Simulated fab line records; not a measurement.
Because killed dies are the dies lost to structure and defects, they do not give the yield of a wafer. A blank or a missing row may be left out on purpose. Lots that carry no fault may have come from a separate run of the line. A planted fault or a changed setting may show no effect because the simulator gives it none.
Split-lot experiment + flow n5-finfet + 21 wafers read from 7 lots, route of 1938 steps

## THE SPLIT
At N5_BEOL_M8_ETCH_62 (etches SOC in N2/H2, target depth 110 nm, overetch 22 nm, time 165 s), the setting bias-w was moved away from the recipe's 150 W on 9 of the 21 wafers read, by -6.3% to +15.1%. The other wafers ran this setting at the recipe's value.

The reading comes from the split's own step.

## THE READING
rf-vpp-V, in V, at N5_BEOL_M8_ETCH_62 (etches SOC in N2/H2, target depth 110 nm, overetch 22 nm, time 165 s). Typical for fault-free wafers on this fab line: 524.6 V, with standard deviation 2.9 V.

| wafer  | tool, chamber at the split | bias-w as run, W | against the recipe | rf-vpp-V, V | against lot-mates on the recipe |
|--------|----------------------------|------------------|--------------------|-------------|---------------------------------|
| L074.2 | rie-diel-01, 3             | 140.5            | -6.3%              | 506.1       | no lot-mate on the recipe       |
| L074.3 | rie-diel-01, 1             | 140.5            | -6.3%              | 505.0       | no lot-mate on the recipe       |
| L074.4 | rie-diel-01, 3             | 140.5            | -6.3%              | 505.2       | no lot-mate on the recipe       |
| L076.1 | rie-diel-06, 1             | 150              | recipe             | 522.1       | -                               |
| L076.3 | rie-diel-06, 3             | 141.4            | -5.7%              | 505.9       | -17.9                           |
| L076.6 | rie-diel-06, 2             | 150              | recipe             | 525.4       | -                               |
| L082.1 | rie-diel-01, 1             | 150              | recipe             | 528.4       | -                               |
| L082.4 | rie-diel-01, 1             | 142.8            | -4.8%              | 511.0       | -13.6                           |
| L082.5 | rie-diel-01, 0             | 150              | recipe             | 520.9       | -                               |
| L086.2 | rie-diel-01, 3             | 161.4            | +7.6%              | 552.1       | +31.8                           |
| L086.5 | rie-diel-01, 1             | 161.4            | +7.6%              | 551.9       | +31.6                           |
| L086.6 | rie-diel-01, 0             | 150              | recipe             | 520.3       | -                               |
| L095.2 | rie-diel-06, 0             | 150              | recipe             | 522.7       | -                               |
| L095.4 | rie-diel-06, 1             | 150              | recipe             | 522.8       | -                               |
| L095.5 | rie-diel-06, 0             | 150              | recipe             | 522.1       | -                               |
| L094.2 | rie-diel-02, 0             | 163.5            | +9.0%              | 556.1       | +32.5                           |
| L094.3 | rie-diel-02, 3             | 150              | recipe             | 519.8       | -                               |
| L094.4 | rie-diel-02, 2             | 150              | recipe             | 527.5       | -                               |
| L097.1 | rie-diel-02, 2             | 172.6            | +15.1%             | 575.7       | +48.7                           |
| L097.3 | rie-diel-02, 1             | 150              | recipe             | 526.5       | -                               |
| L097.6 | rie-diel-02, 2             | 150              | recipe             | 527.5       | -                               |

THE FIT
A straight line over all 21 wafers: rf-vpp-V changes by +3.34 V for each +1% of bias-w; r = +0.99; the points scatter about the line by 2.7 V.
The same after taking each lot's own level away (the mean of its wafers on the recipe; 18 wafers): +3.45 V for each +1%; r = +0.99; scatter 2.9 V.
Per that fit: largest bias-w move, reading shift of 52 V.
Measured against the standard deviation above, the lots' own levels, which go from 520.30 to 527.00 V, span 2.3 times it.
Hence the lot-to-lot level has little effect on the slope; both slopes agree.
Check: for one of the wafers moved furthest among these (+15.1%), held out of the fit, the line's prediction against its lot-mates is +56.4 V. It came out at +48.7 V against them.
Tool readings at the split's step, against how far the setting was moved: rf-vpp-V r = +0.99.

## THESE WAFERS: OTHER SPLITS
Other splits were also applied to these wafers ahead of the reading. Each is held against what the fit with the lots' levels taken away leaves over:
| other split on the same wafers    | wafers away from the commonest value | r with rf-vpp-V (lot level and that fit taken away) |
|-----------------------------------|--------------------------------------|-----------------------------------------------------|
| N5_BEOL_M7_HM_DEP_02 target-thk-a | 7                                    | +0.22                                               |
| N5_BEOL_M8_ILD_DEP_00 time-s      | 6                                    | -0.20                                               |
| N5_BEOL_M8_PECVD_70 temp-c        | 4                                    | +0.11                                               |
| N5_BEOL_M8_PEB_09 peb-time-s      | 6                                    | -0.29                                               |

## THE WHOLE CHAIN: every reading that the file lists as answering this split, in the file's order
| step               | what it does                                                         | reading                                                                          | change (the file's fit)                | r (the file's) |
|--------------------|----------------------------------------------------------------------|----------------------------------------------------------------------------------|----------------------------------------|----------------|
| N5_BEOL_M8_ETCH_62 | etches SOC in N2/H2, target depth 110 nm, overetch 22 nm, time 165 s | rf-vpp-V                                                                         | +3.4 V for each +1% of the setting     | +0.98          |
| N5_BEOL_M8_ETCH_62 | etches SOC in N2/H2, target depth 110 nm, overetch 22 nm, time 165 s | SiARC_of_BEOL_M8_COAT_60.thk-nm (the simulator's own value, which no gauge read) | -0.0773 nm for each +1% of the setting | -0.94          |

## THE FILE'S OWN FIT
rf-vpp-V changes by +3.4 V for each +1% of bias-w, r = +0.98.
